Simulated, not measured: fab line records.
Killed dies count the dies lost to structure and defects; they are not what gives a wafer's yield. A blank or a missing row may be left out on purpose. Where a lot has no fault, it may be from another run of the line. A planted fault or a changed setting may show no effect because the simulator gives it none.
fab line records ; flow nand_harc
record: lots: 12; wafers: 36; last_day: 24
route steps=1159 shown P_M0@270 P_M1@290 END@1159
lots that met no fault: from a run of the same line without faults
start_h: hours from the record's first day to the start of the lot's first wafer shown ; wait_h: how many hours have passed since the lot's step before this one ; " repeats the value in the row above ; L1.1+2: a single row standing in for several wafers ; - no value, or no start was given ; * or withheld: withheld ; < > ~ a bound
route shown NAME@n: a module of which the file shows steps, and the number in the route of the first ; usual: the fault-free wafers' mean and standard deviation ; same: alike in all rows ; chamber/n: place in a boat ; sites: each site's reading ; _std_site: their standard deviation ; _edge_site: the outer-site mean with the inner-site mean subtracted ; radius_mm: for every site, how far away it sits from the centre of the wafer ; mask NAME#n: copy n ; behind: the last tool/chamber to shape the wafer ; hold: what put the lot on hold/how long, in hours/how the hold closed ; device: transistor that didn't switch, given as n, p or np ; end of line: tests of these same wafers at the route's end ; step lacking rows: just its recipe ; killed: not the wafer's yield, but the dies lost to structure and defects at the first sort ; map: shows each die of a wafer: x if killed, . if not, _ if none is there
set.NAME: the setting the step ran with; set.NAME@STEP: the setting that earlier step ran with ; model.NAME: the simulator's own value behind a step, which no gauge read
steps of the route over a sample of lots; a table a step, a row a wafer
services: a tool's chamber out of use, with start hour (start_h, from the record's first day; less than 0 if before it), hours out, and reason
== steps ==
step: NHARC_P_M0_STRIP_18
recipe: power_w: 1000; n2_flow_sccm: 150; h2_flow_sccm: 150; ar_flow_sccm: 0; bias_w: 0; chemistry: N2/H2
usual: drypump_motor_current_A: 5.5/0.43; oes_product_au: 0.998/0.0087; rf_fwd_power_W: 996/3.4; rf_vpp_V: 90.6/0.96; showerhead_plenum_p_Torr: 2.04/0.11; throttle_valve_pct: 14.172/0.0088
lot.wafer;tool;chamber;start_h;wait_h;drypump_motor_current_A;oes_product_au;rf_fwd_power_W;rf_hours_counter_h;rf_vpp_V;showerhead_plenum_p_Torr;throttle_valve_pct
L902.4;rie_diel-03;1;134.54;0.1;5.2;1.000;995;6;90.0;1.92;14.177
L902.1;rie_diel-03;2;134.54;0.1;5.0;0.992;997;5;89.7;1.91;14.163
L902.6;rie_diel-03;1;134.54;0.1;5.2;1.004;990;-;89.8;1.92;14.180
L904.1;rie_diel-03;3;137.50;0.1;5.4;0.994;994;5;91.7;2.21;14.173
L904.2;rie_diel-03;0;137.50;0.1;5.2;0.985;993;5;89.2;1.99;14.176
L904.3;rie_diel-03;2;137.50;0.1;5.0;1.002;990;5;89.5;1.91;14.182
L905.2;rie_diel-04;3;144.84;0.1;5.7;0.991;1002;2;91.3;2.10;14.159
L905.4;rie_diel-04;0;144.84;0.1;5.6;0.987;996;2;89.9;2.03;14.169
L905.6;rie_diel-04;0;144.84;0.1;5.6;0.996;996;-;89.1;2.03;14.160
L907.1;rie_diel-03;3;158.38;0.1;5.4;1.000;994;6;91.8;2.21;14.167
L907.2;rie_diel-03;1;158.38;0.1;5.2;1.004;998;7;89.8;1.91;14.180
L907.6;rie_diel-03;2;158.38;0.1;5.0;1.008;993;-;90.3;1.91;14.170
L908.1;rie_diel-10;2;166.45;0.1;6.4;0.995;997;12;92.2;2.18;14.172
L908.5;rie_diel-10;1;166.45;0.1;5.3;0.993;1001;-;89.2;1.90;14.174
L908.6;rie_diel-10;2;166.45;0.1;6.4;0.988;998;-;92.3;2.18;14.172
L909.1;rie_diel-04;3;169.38;0.1;5.7;1.001;992;4;90.9;2.09;14.172
L909.3;rie_diel-04;0;169.38;0.1;5.6;0.998;1004;4;92.2;2.03;14.169
L909.5;rie_diel-04;2;169.38;0.1;6.3;0.997;998;-;90.7;2.11;14.181
L915.3;rie_diel-03;2;203.73;0.1;5.0;0.996;993;9;89.9;1.91;14.165
L915.4;rie_diel-03;0;203.73;0.1;5.2;0.986;993;10;90.9;1.98;14.176
L915.5;rie_diel-03;2;203.73;0.1;5.0;0.995;996;-;91.1;1.91;14.183
L916.1;rie_diel-03;3;213.39;0.1;5.4;0.981;999;10;91.4;2.21;14.166
L916.4;rie_diel-03;0;213.39;0.1;5.2;1.001;994;11;90.1;1.98;14.174
L916.3;rie_diel-03;2;213.39;0.1;5.0;0.991;998;10;90.1;1.91;14.177
L917.3;rie_diel-04;2;217.62;0.1;6.3;0.988;997;8;90.4;2.11;14.173
L917.2;rie_diel-04;3;217.62;0.1;5.7;1.004;991;8;89.8;2.09;14.182
L917.1;rie_diel-04;0;217.62;0.1;5.7;0.992;1002;9;88.7;2.03;14.157
L919.2;rie_diel-03;1;233.66;0.1;5.2;1.001;994;0;88.9;1.91;14.179
L919.4;rie_diel-03;2;233.66;0.1;5.0;0.995;988;0;90.0;1.91;14.182
L919.6;rie_diel-03;1;233.66;0.1;5.2;1.004;994;-;90.8;1.91;14.180
L920.3;rie_diel-03;0;238.63;0.1;5.2;1.002;998;1;89.7;1.98;14.171
L920.4;rie_diel-03;2;238.63;0.1;5.0;1.005;997;0;90.4;1.91;14.164
L920.6;rie_diel-03;0;238.63;0.1;5.2;1.003;993;-;89.9;1.98;14.180
L923.4;rie_diel-10;2;255.71;0.1;6.4;0.999;1003;6;91.7;2.18;14.171
L923.1;rie_diel-10;0;255.71;0.1;6.3;1.008;1004;7;93.0;2.20;14.168
L923.5;rie_diel-10;2;255.71;0.1;6.4;1.001;998;-;91.0;2.18;14.175
step: NHARC_P_M1_SOFTBAKE_04
recipe: temp_c: 105; time_s: 55
usual: heater_power_total_W: 188.44/0.14
lot.wafer;tool;chamber;start_h;wait_h;heater_power_total_W
L902.1;litho_track-01;0;137;-;188.71
L902.4;litho_track-01;0;137;-;188.52
L902.6;litho_track-01;0;137;-;188.35
L904.1;litho_track-06;0;140;-;188.36
L904.2;litho_track-06;0;140;-;188.34
L904.3;litho_track-06;0;140;-;188.46
L905.2;litho_track-01;0;147;-;188.32
L905.4;litho_track-01;0;147;-;188.72
L905.6;litho_track-01;0;147;-;188.28
L907.1;litho_track-01;0;161;-;188.42
L907.2;litho_track-01;0;161;-;188.29
L907.6;litho_track-01;0;161;-;188.76
L908.1;litho_track-04;0;169;-;188.47
L908.5;litho_track-04;0;169;-;188.72
L908.6;litho_track-04;0;169;-;188.35
L909.1;litho_track-04;0;172;-;188.31
L909.3;litho_track-04;0;172;-;188.39
L909.5;litho_track-04;0;172;-;188.25
L915.3;litho_track-04;0;207;-;188.74
L915.4;litho_track-04;0;207;-;188.44
L915.5;litho_track-04;0;207;-;188.31
L916.1;litho_track-04;0;216;-;168.75
L916.3;litho_track-04;0;216;-;168.37
L916.4;litho_track-04;0;216;-;168.41
L917.1;litho_track-04;0;220;-;168.69
L917.2;litho_track-04;0;220;-;168.38
L917.3;litho_track-04;0;220;-;168.60
L919.2;litho_track-01;0;236;-;188.34
L919.4;litho_track-01;0;236;-;188.33
L919.6;litho_track-01;0;236;-;188.47
L920.3;litho_track-01;0;241;-;188.48
L920.4;litho_track-01;0;241;-;188.35
L920.6;litho_track-01;0;241;-;188.55
L923.1;litho_track-06;0;258;-;188.35
L923.4;litho_track-06;0;258;-;188.45
L923.5;litho_track-06;0;258;-;188.28
step: NHARC_P_M1_CD_MEAS_09
recipe: target_cd_nm: 130; landing_energy_ev: 500
usual: cd_nm: 129.9/0.49
lot.wafer;tool;chamber;start_h;wait_h;cd_nm
L902.1;cd_sem-02;0;137.86;-;130.3
L902.4;cd_sem-02;0;137.86;-;130.3
L902.6;cd_sem-02;0;137.86;-;129.8
L904.1;cd_sem-01;0;141.00;-;128.7
L904.2;cd_sem-01;0;141.00;-;129.9
L904.3;cd_sem-01;0;141.00;-;129.8
L905.2;cd_sem-02;0;148.38;-;129.3
L905.4;cd_sem-02;0;148.38;-;129.4
L905.6;cd_sem-02;0;148.38;-;129.9
L907.1;cd_sem-02;0;161.74;-;129.7
L907.2;cd_sem-02;0;161.74;-;129.9
L907.6;cd_sem-02;0;161.74;-;129.9
L908.1;cd_sem-01;0;169.88;-;129.6
L908.5;cd_sem-01;0;169.88;-;129.7
L908.6;cd_sem-01;0;169.88;-;129.6
L909.1;cd_sem-03;0;172.75;-;130.2
L909.3;cd_sem-03;0;172.75;-;130.4
L909.5;cd_sem-03;0;172.75;-;130.1
L915.3;cd_sem-03;0;207.55;-;130.3
L915.4;cd_sem-03;0;207.55;-;129.6
L915.5;cd_sem-03;0;207.55;-;131.0
L916.1;cd_sem-02;0;216.96;-;131.0
L916.3;cd_sem-02;0;216.96;-;129.8
L916.4;cd_sem-02;0;216.96;-;129.4
L917.1;cd_sem-01;0;221.04;-;129.8
L917.2;cd_sem-01;0;221.04;-;130.1
L917.3;cd_sem-01;0;221.04;-;131.0
L919.2;cd_sem-01;0;237.20;-;129.7
L919.4;cd_sem-01;0;237.20;-;129.6
L919.6;cd_sem-01;0;237.20;-;129.3
L920.3;cd_sem-02;0;242.05;-;129.8
L920.4;cd_sem-02;0;242.05;-;130.2
L920.6;cd_sem-02;0;242.05;-;130.4
L923.1;cd_sem-01;0;259.30;-;130.0
L923.4;cd_sem-01;0;259.30;-;130.2
L923.5;cd_sem-01;0;259.30;-;130.3
step: NHARC_P_M1_INSPECT_11
usual: raw_defect_count: 4.6/2.7
lot.wafer;tool;chamber;start_h;wait_h;raw_defect_count
L902.1;defect_inspect-01;-;137.98;0.0;2
L902.4;defect_inspect-01;-;137.98;0.0;2
L902.6;defect_inspect-01;-;137.98;0.0;3
L904.1;defect_inspect-01;-;141.13;0.0;2
L904.2;defect_inspect-01;-;141.13;0.0;5
L904.3;defect_inspect-01;-;141.13;0.0;7
L905.2;defect_inspect-01;-;148.50;0.0;2
L905.4;defect_inspect-01;-;148.50;0.0;6
L905.6;defect_inspect-01;-;148.50;0.0;7
L907.1;defect_inspect-02;-;161.87;0.0;7
L907.2;defect_inspect-02;-;161.87;0.0;7
L907.6;defect_inspect-02;-;161.87;0.0;3
L908.1;defect_inspect-02;-;170.01;0.0;1
L908.5;defect_inspect-02;-;170.01;0.0;6
L908.6;defect_inspect-02;-;170.01;0.0;2
L909.1;defect_inspect-01;-;172.88;0.0;2
L909.3;defect_inspect-01;-;172.88;0.0;8
L909.5;defect_inspect-01;-;172.88;0.0;5
L915.3;defect_inspect-02;-;207.67;0.0;3
L915.4;defect_inspect-02;-;207.67;0.0;8
L915.5;defect_inspect-02;-;207.67;0.0;4
L916.1;defect_inspect-02;-;217.08;0.0;2
L916.3;defect_inspect-02;-;217.08;0.0;5
L916.4;defect_inspect-02;-;217.08;0.0;4
L917.1;defect_inspect-01;-;221.17;0.0;16
L917.2;defect_inspect-01;-;221.17;0.0;13
L917.3;defect_inspect-01;-;221.17;0.0;8
L919.2;defect_inspect-02;-;237.32;0.0;7
L919.4;defect_inspect-02;-;237.32;0.0;4
L919.6;defect_inspect-02;-;237.32;0.0;6
L920.3;defect_inspect-01;-;242.17;0.0;2
L920.4;defect_inspect-01;-;242.17;0.0;3
L920.6;defect_inspect-01;-;242.17;0.0;3
L923.1;defect_inspect-02;-;259.42;0.0;4
L923.4;defect_inspect-02;-;259.42;0.0;6
L923.5;defect_inspect-02;-;259.42;0.0;5
step: NHARC_END_SORT_01
recipe: temp_c: 25
usual: defect_limited_yield: 95.4/1.5; killed_at_array: 26/9.6; killed_at_other: 0.7/0.92; killed_at_periphery: 3.8/2.7; killed_dies: 31/10; killed_open: 3.3/1.7; killed_short: 1.8/1.3; sort_bin_2_pct: 1.4/0.62; sort_bin_3_pct: 0.23/0.21; sort_bin_4_pct: 2.9/0.95; sort_n_pass: 646/10; sort_rim_yield_pct: 94/3.2; sort_yield_pct: 95.4/1.5
same: gross_dies: 677; sort_bin_5_pct[%]: 0; sort_bin_6_pct[%]: 0; sort_bin_7_pct[%]: 0; sort_bin_8_pct[%]: 0; sort_rim_n_gross: 106.00
lot.wafer;tool;chamber;start_h;wait_h;defect_limited_yield[%];killed_at_array;killed_at_other;killed_at_periphery;killed_dies;killed_open;killed_short;sort_bin_2_pct[%];sort_bin_3_pct[%];sort_bin_4_pct[%];sort_n_pass;sort_rim_yield_pct[%];sort_yield_pct[%]
L902.1;prober-01;0;451.88;2.5;97.2;13;1;5;19;4;1;0.6;0;2.2;658;96;97.2
L902.4;prober-01;0;454.26;3.4;96.9;15;1;5;21;2;1;1.3;0.15;1.6;656;92;96.9
L902.6;prober-01;0;455.85;4.0;96.2;17;3;6;26;6;3;1.5;0.15;2.2;651;90;96.2
L904.1;prober-02;0;459.76;2.5;95.1;31;1;1;33;4;3;1.3;0.44;3.1;644;94;95.1
L904.2;prober-02;0;460.57;2.8;95.0;30;2;2;34;3;0;1.6;0.74;2.7;643;94;95.0
L904.3;prober-02;0;461.39;3.1;95.4;28;0;3;31;0;0;1.0;0.15;3.4;646;94;95.4
L905.2;prober-01;0;468.33;2.8;97.5;12;0;5;17;6;2;1.0;0;1.5;660;97;97.5
L905.4;prober-01;0;469.93;3.4;98.4;7;1;3;11;2;2;0.3;0;1.3;666;100;98.4
L905.6;prober-01;0;471.53;4.0;96.5;17;0;7;24;6;4;1.0;0.15;2.4;653;92;96.5
L907.1;prober-02;0;477.74;2.5;97.0;16;0;4;20;3;0;0.6;0.15;2.2;657;95;97.0
L907.2;prober-02;0;478.53;2.8;95.6;26;0;4;30;5;1;1.3;0.44;2.7;647;91;95.6
L907.6;prober-02;0;481.71;4.0;96.3;20;2;3;25;3;1;1.8;0.30;1.6;652;92;96.3
L908.1;prober-01;0;486.13;2.5;93.5;41;0;3;44;4;0;1.6;0.30;4.6;633;94;93.5
L908.5;prober-01;0;489.37;3.7;93.4;39;0;6;45;4;3;2.7;0.30;3.7;632;94;93.4
L908.6;prober-01;0;490.18;4.0;94.7;32;0;4;36;1;5;1.0;0.15;4.1;641;96;94.7
L909.1;prober-02;0;493.93;2.5;96.6;19;0;4;23;1;3;0.9;0;2.5;654;92;96.6
L909.3;prober-02;0;495.50;3.0;96.2;18;1;7;26;2;3;0.7;0;3.1;651;93;96.2
L909.5;prober-02;0;497.06;3.6;96.9;13;0;8;21;2;1;1.0;0;2.1;656;94;96.9
L915.3;prober-01;0;536.09;3.1;93.2;39;2;5;46;3;3;2.1;0.44;4.3;631;93;93.2
L915.4;prober-01;0;536.89;3.4;92.9;39;4;5;48;2;1;1.8;0.59;4.7;629;88;92.9
L915.5;prober-01;0;537.68;3.7;93.6;38;2;3;43;3;3;2.1;0.30;4.0;634;92;93.6
L917.1;prober-01;0;544.71;2.5;92.3;33;1;18;52;5;1;2.4;0.15;5.2;625;97;92.3
L917.2;prober-01;0;545.52;2.8;94.4;25;1;12;38;1;1;1.9;0.59;3.1;639;92;94.4
L917.3;prober-01;0;546.32;3.1;91.9;44;2;9;55;2;4;2.4;0.74;5.0;622;92;91.9
L916.1;prober-02;0;544.73;2.5;97.5;16;0;1;17;1;3;0.4;0;2.1;660;97;97.5
L916.3;prober-02;0;546.29;3.1;97.2;17;0;2;19;1;4;0.7;0.15;1.9;658;96;97.2
L916.4;prober-02;0;547.07;3.4;98.4;11;0;0;11;3;0;0.6;0;1.0;666;98;98.4
L920.3;prober-01;0;562.48;3.1;93.5;43;0;1;44;1;4;3.4;0.44;2.7;633;92;93.5
L920.4;prober-01;0;563.28;3.4;93.1;42;1;4;47;3;0;2.1;0.15;4.7;630;92;93.1
L920.6;prober-01;0;564.89;4.0;91.4;55;1;2;58;3;1;2.1;0.59;5.9;619;91;91.4
L919.2;prober-01;0;569.53;2.8;95.9;25;1;2;28;2;1;1.5;0;2.7;649;91;95.9
L919.4;prober-01;0;571.15;3.4;95.6;30;0;0;30;5;3;1.2;0.30;3.0;647;97;95.6
L919.6;prober-01;0;572.78;4.1;95.3;28;1;3;32;1;2;1.6;0;3.1;645;89;95.3
L923.1;prober-02;0;575.22;2.5;94.1;38;0;2;40;3;2;2.1;0.89;3.0;637;86;94.1
L923.4;prober-02;0;577.63;3.4;94.8;31;0;4;35;5;2;1.6;0.15;3.4;642;88;94.8
L923.5;prober-02;0;578.43;3.7;95.3;28;0;4;32;4;2;1.3;0;3.4;645;90;95.3
killed by level:class
L902.1 A_SLIT:chamber_film_flake=5 P_M2:chamber_film_flake=3 A_CONTACT:geometric_particle:open=2 A_CHANNEL_HOLE_D1:chamber_film_flake=2 P_CONTACT:geometric_particle:short=1 P_CONTACT:geometric_particle:open=1 A_BLC:geometric_particle:open=1 A_ZERO_WELL:chamber_film_flake=1
L902.4 A_SLIT:chamber_film_flake=6 P_M2:chamber_film_flake=4 A_ZERO_WELL:chamber_film_flake=2 A_CHANNEL_FILL_D1:geometric_particle:open=1 A_WL_FILL:geometric_particle:short=1 A_CONTACT:geometric_particle:open=1 P_STI:chamber_film_flake=1 A_CHANNEL_HOLE_D1:chamber_film_flake=1
L902.6 A_SLIT:chamber_film_flake=6 A_WL_FILL:chamber_film_flake=3 THIN_TSV:chamber_film_flake=3 P_M0:geometric_particle:open=2 A_M0:chamber_film_flake=2 P_STI:geometric_particle:open=1 P_STI:geometric_particle:short=1 P_CONTACT:geometric_particle:open=1
L904.1 A_CHANNEL_HOLE_D1:chamber_film_flake=14 A_SLIT:chamber_film_flake=7 A_WL_FILL:chamber_film_flake=3 A_ONON_D1:geometric_particle:open=2 A_M0:geometric_particle:open=2 P_CONTACT:geometric_particle:short=1 A_CHANNEL_HOLE_D1:geometric_particle:short=1 A_SGD_CUT:geometric_particle:short=1
L904.2 A_CHANNEL_HOLE_D1:chamber_film_flake=19 A_SLIT:chamber_film_flake=6 A_CONTACT:geometric_particle:open=2 THIN_TSV:chamber_film_flake=2 P_M0:geometric_particle:open=1 P_GATE:chamber_film_flake=1 A_ZERO_WELL:chamber_film_flake=1 A_STAIRCASE:chamber_film_flake=1
L904.3 A_CHANNEL_HOLE_D1:chamber_film_flake=18 A_SLIT:chamber_film_flake=7 P_STI:chamber_film_flake=3 A_WL_FILL:chamber_film_flake=2 A_STAIRCASE:chamber_film_flake=1
L905.2 A_CHANNEL_HOLE_D1:chamber_film_flake=3 A_STAIRCASE:chamber_film_flake=2 A_CONTACT:chamber_film_flake=2 P_STI:geometric_particle:short=1 P_M0:geometric_particle:open=1 P_BONDPAD:geometric_particle:open=1 A_ONON_D1:geometric_particle:open=1 A_CHANNEL_HOLE_D1:geometric_particle:open=1
L905.4 P_ZERO_WELL:chamber_film_flake=3 A_M0:geometric_particle:open=2 A_CONTACT:chamber_film_flake=2 A_WL_FILL:geometric_particle:short=1 STARTING-WAFER:geometric_particle:short=1 A_WL_FILL:chamber_film_flake=1 A_BLC:chamber_film_flake=1
L905.6 A_CONTACT:chamber_film_flake=5 A_CHANNEL_HOLE_D1:chamber_film_flake=4 P_ZERO_WELL:chamber_film_flake=3 A_CONTACT:geometric_particle:open=2 P_GATE:geometric_particle:open=1 P_M1:geometric_particle:open=1 P_M2:geometric_particle:short=1 A_ONON_D1:geometric_particle:short=1
L907.1 A_SLIT:chamber_film_flake=5 A_SGD_CUT:chamber_film_flake=4 A_CHANNEL_HOLE_D1:chamber_film_flake=3 A_CONTACT:geometric_particle:open=2 P_GATE:chamber_film_flake=2 A_WL_FILL:geometric_particle:open=1 P_ZERO_WELL:chamber_film_flake=1 P_BONDPAD:chamber_film_flake=1
L907.2 A_SLIT:chamber_film_flake=9 A_SGD_CUT:chamber_film_flake=6 A_STAIRCASE:chamber_film_flake=3 A_CONTACT:geometric_particle:open=2 P_ZERO_WELL:chamber_film_flake=2 A_CHANNEL_HOLE_D1:chamber_film_flake=2 P_GATE:geometric_particle:open=1 A_ONON_D1:geometric_particle:open=1
L907.6 A_SLIT:chamber_film_flake=8 A_SGD_CUT:chamber_film_flake=6 A_STAIRCASE:chamber_film_flake=2 THIN_TSV:chamber_film_flake=2 P_GATE:geometric_particle:open=1 P_CONTACT:geometric_particle:open=1 A_ONON_D1:geometric_particle:short=1 A_CONTACT:geometric_particle:open=1
L908.1 A_CHANNEL_HOLE_D1:chamber_film_flake=23 A_SLIT:chamber_film_flake=8 A_WL_FILL:chamber_film_flake=4 A_M0:geometric_particle:open=2 P_M0:geometric_particle:open=1 A_CHANNEL_FILL_D1:geometric_particle:open=1 P_GATE:chamber_film_flake=1 P_BONDPAD:chamber_film_flake=1
L908.5 A_CHANNEL_HOLE_D1:chamber_film_flake=18 A_SLIT:chamber_film_flake=8 A_CONTACT:chamber_film_flake=4 P_ZERO_WELL:chamber_film_flake=3 A_CHANNEL_FILL_D1:chamber_film_flake=2 P_GATE:geometric_particle:open=1 A_ONON_D1:geometric_particle:short=1 A_ONON_D1:geometric_particle:open=1
L908.6 A_CHANNEL_HOLE_D1:chamber_film_flake=18 A_SLIT:chamber_film_flake=5 A_STAIRCASE:chamber_film_flake=2 A_CONTACT:chamber_film_flake=2 P_CONTACT:geometric_particle:short=1 P_M2:geometric_particle:short=1 A_ONON_D1:geometric_particle:open=1 A_CHANNEL_FILL_D1:geometric_particle:short=1
L909.1 A_SLIT:chamber_film_flake=8 A_CONTACT:chamber_film_flake=3 P_GATE:chamber_film_flake=2 A_ZERO_WELL:chamber_film_flake=2 A_SGD_CUT:chamber_film_flake=2 P_M0:geometric_particle:open=1 A_SOURCE_PLATE:geometric_particle:short=1 A_ONON_D1:geometric_particle:short=1
L909.3 A_ZERO_WELL:chamber_film_flake=4 A_SLIT:chamber_film_flake=4 A_CHANNEL_HOLE_D1:chamber_film_flake=3 P_GATE:chamber_film_flake=2 A_SGD_CUT:chamber_film_flake=2 P_ZERO_WELL:geometric_particle:open=1 P_M2:geometric_particle:open=1 A_ONON_D1:geometric_particle:short=1
L909.5 A_CHANNEL_HOLE_D1:chamber_film_flake=5 A_CONTACT:chamber_film_flake=5 P_GATE:chamber_film_flake=4 A_SLIT:chamber_film_flake=2 P_STI:geometric_particle:short=1 P_BONDPAD:geometric_particle:open=1 A_CONTACT:geometric_particle:open=1 P_ZERO_WELL:chamber_film_flake=1
L915.3 A_CHANNEL_HOLE_D1:chamber_film_flake=18 A_SLIT:chamber_film_flake=8 A_STAIRCASE:chamber_film_flake=6 P_CONTACT:geometric_particle:short=2 A_ZERO_WELL:chamber_film_flake=2 A_CONTACT:chamber_film_flake=2 THIN_TSV:chamber_film_flake=2 P_CONTACT:geometric_particle:open=1
L915.4 A_CHANNEL_HOLE_D1:chamber_film_flake=15 A_SLIT:chamber_film_flake=10 A_STAIRCASE:chamber_film_flake=7 THIN_TSV:chamber_film_flake=4 A_CONTACT:chamber_film_flake=3 P_STI:chamber_film_flake=2 P_CONTACT:geometric_particle:short=1 A_CONTACT:geometric_particle:open=1
L915.5 A_CHANNEL_HOLE_D1:chamber_film_flake=15 A_SLIT:chamber_film_flake=10 A_STAIRCASE:chamber_film_flake=5 THIN_TSV:chamber_film_flake=2 P_CONTACT:geometric_particle:short=1 A_CHANNEL_FILL_D1:geometric_particle:short=1 A_CONTACT:geometric_particle:open=1 A_BLC:geometric_particle:short=1
L917.1 A_CHANNEL_HOLE_D1:chamber_film_flake=22 P_CONTACT:chamber_film_flake=11 A_CONTACT:chamber_film_flake=5 P_STI:chamber_film_flake=4 A_CONTACT:geometric_particle:open=2 P_GATE:geometric_particle:open=1 P_CONTACT:geometric_particle:open=1 A_WL_FILL:geometric_particle:open=1
L916.1 A_STAIRCASE:chamber_film_flake=6 A_CHANNEL_HOLE_D1:chamber_film_flake=3 A_CONTACT:chamber_film_flake=3 P_GATE:geometric_particle:short=1 A_CHANNEL_HOLE_D1:geometric_particle:short=1 A_WL_FILL:geometric_particle:open=1 A_CONTACT:geometric_particle:short=1 A_CHANNEL_FILL_D1:chamber_film_flake=1
L917.2 A_CHANNEL_HOLE_D1:chamber_film_flake=17 P_CONTACT:chamber_film_flake=7 A_CONTACT:chamber_film_flake=5 P_STI:chamber_film_flake=4 P_M2:geometric_particle:open=1 A_CONTACT:geometric_particle:short=1 A_WL_FILL:chamber_film_flake=1 A_M0:chamber_film_flake=1
L916.3 A_CONTACT:chamber_film_flake=4 A_CHANNEL_FILL_D1:geometric_particle:short=3 A_CHANNEL_HOLE_D1:chamber_film_flake=3 P_ZERO_WELL:chamber_film_flake=2 A_CHANNEL_FILL_D1:chamber_film_flake=2 A_STAIRCASE:chamber_film_flake=2 A_ONON_D1:geometric_particle:open=1 A_CONTACT:geometric_particle:short=1
L917.3 A_CHANNEL_HOLE_D1:chamber_film_flake=30 P_STI:chamber_film_flake=5 A_CONTACT:chamber_film_flake=4 A_STAIRCASE:chamber_film_flake=3 THIN_TSV:chamber_film_flake=2 P_GATE:geometric_particle:open=1 P_CONTACT:geometric_particle:short=1 P_M2:geometric_particle:short=1
L916.4 A_CHANNEL_HOLE_D1:chamber_film_flake=4 A_CONTACT:chamber_film_flake=4 A_CONTACT:geometric_particle:open=2 A_ONON_D1:geometric_particle:open=1
L920.3 A_CHANNEL_HOLE_D1:chamber_film_flake=19 A_SLIT:chamber_film_flake=12 A_CONTACT:chamber_film_flake=4 A_STAIRCASE:chamber_film_flake=3 A_SOURCE_PLATE:geometric_particle:short=1 A_CHANNEL_FILL_D1:geometric_particle:short=1 A_CONTACT:geometric_particle:short=1 A_CONTACT:geometric_particle:open=1
L920.4 A_CHANNEL_HOLE_D1:chamber_film_flake=22 A_SLIT:chamber_film_flake=11 A_CONTACT:chamber_film_flake=5 P_M0:geometric_particle:open=2 A_STAIRCASE:chamber_film_flake=2 A_SGD_CUT:geometric_particle:open=1 P_STI:chamber_film_flake=1 P_BONDPAD:chamber_film_flake=1
L920.6 A_CHANNEL_HOLE_D1:chamber_film_flake=30 A_SLIT:chamber_film_flake=10 A_STAIRCASE:chamber_film_flake=6 A_CONTACT:chamber_film_flake=4 P_CONTACT:geometric_particle:open=1 A_CHANNEL_FILL_D1:geometric_particle:open=1 A_CHANNEL_FILL_D1:geometric_particle:short=1 A_BLC:geometric_particle:open=1
L919.2 A_CHANNEL_HOLE_D1:chamber_film_flake=10 A_CONTACT:chamber_film_flake=9 A_STAIRCASE:chamber_film_flake=4 P_M0:geometric_particle:open=1 A_ONON_D1:geometric_particle:short=1 A_CONTACT:geometric_particle:open=1 P_M0:chamber_film_flake=1 THIN_TSV:chamber_film_flake=1
L919.4 A_CONTACT:chamber_film_flake=10 A_CHANNEL_HOLE_D1:chamber_film_flake=7 A_STAIRCASE:chamber_film_flake=5 A_ONON_D1:geometric_particle:open=1 A_ONON_D1:geometric_particle:short=1 A_SGD_CUT:geometric_particle:short=1 A_SGD_CUT:geometric_particle:open=1 A_WL_FILL:geometric_particle:short=1
L919.6 A_CHANNEL_HOLE_D1:chamber_film_flake=12 A_CONTACT:chamber_film_flake=12 P_ZERO_WELL:chamber_film_flake=3 A_SOURCE_PLATE:geometric_particle:short=1 A_ONON_D1:geometric_particle:open=1 A_CHANNEL_FILL_D1:geometric_particle:short=1 A_STAIRCASE:chamber_film_flake=1 THIN_TSV:chamber_film_flake=1
L923.1 A_SLIT:chamber_film_flake=15 A_CHANNEL_HOLE_D1:chamber_film_flake=9 A_BLC:chamber_film_flake=5 A_STAIRCASE:chamber_film_flake=3 A_ONON_D1:geometric_particle:short=1 A_CONTACT:geometric_particle:open=1 A_BLC:geometric_particle:short=1 A_M0:geometric_particle:open=1
L923.4 A_SLIT:chamber_film_flake=12 A_CHANNEL_HOLE_D1:chamber_film_flake=6 A_CONTACT:chamber_film_flake=4 A_STAIRCASE:chamber_film_flake=2 A_BLC:chamber_film_flake=2 P_STI:geometric_particle:open=1 P_M2:geometric_particle:open=1 A_ONON_D1:geometric_particle:short=1
L923.5 A_SLIT:chamber_film_flake=7 A_BLC:chamber_film_flake=6 A_CHANNEL_HOLE_D1:chamber_film_flake=4 P_STI:chamber_film_flake=3 A_STAIRCASE:chamber_film_flake=3 A_BLC:geometric_particle:open=2 A_CONTACT:chamber_film_flake=2 A_ONON_D1:geometric_particle:open=1
== services ==
tool;chamber;start_h;hours;kind
rie_diel-04;-;111.90;9.0;pm
litho_track-06;-;117.00;7.0;pm
rie_diel-03;0;120.80;-;clean
rie_diel-03;1;120.80;-;clean
rie_diel-03;2;120.80;-;clean
rie_diel-03;3;120.80;-;clean
rie_diel-10;3;140.47;2.4;repair
litho_track-04;-;141.00;7.0;pm
rie_diel-03;0;145.30;-;clean
rie_diel-03;1;145.30;-;clean
rie_diel-03;2;145.30;-;clean
rie_diel-03;3;145.30;-;clean
rie_diel-04;-;156.17;0.5;repair
rie_diel-10;0;157.93;1.7;repair
rie_diel-03;0;169.80;-;clean
rie_diel-03;1;169.80;-;clean
rie_diel-03;2;169.80;-;clean
rie_diel-03;3;169.80;-;clean
rie_diel-10;-;176.50;9.0;pm
rie_diel-03;0;194.37;-;clean
rie_diel-03;1;194.37;-;clean
rie_diel-03;-;215.30;9.0;pm
rie_diel-04;1;240.22;2.9;repair
rie_diel-03;1;247.50;10.4;repair
== key ==
first_sign: step: NHARC_P_M1_SOFTBAKE_04; reading: heater_power_total_W; direction: down; sigmas: 99+; usual: *; struck: *
effect none on later readings
met_at NHARC_P_M1_SOFTBAKE_04
struck_lots L916,L917
loop_trim: step: NHARC_P_M1_EXPOSE_06; setting: dose; lots: L917
not_acting_at NHARC_P_M0_STRIP_18,NHARC_P_M1_CD_MEAS_09,NHARC_P_M1_INSPECT_11
onset_between 207 216
fault: kind: process_parameter_drift; tool: litho_track-04; chamber: -; onset_h: 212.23; steps: NHARC_P_M1_SOFTBAKE_04; channel: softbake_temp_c; offset: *; shape: step; end_h: 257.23; acts_in: *; stated: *
loop_trim: a control loop set the setting to another value than it would have without faults
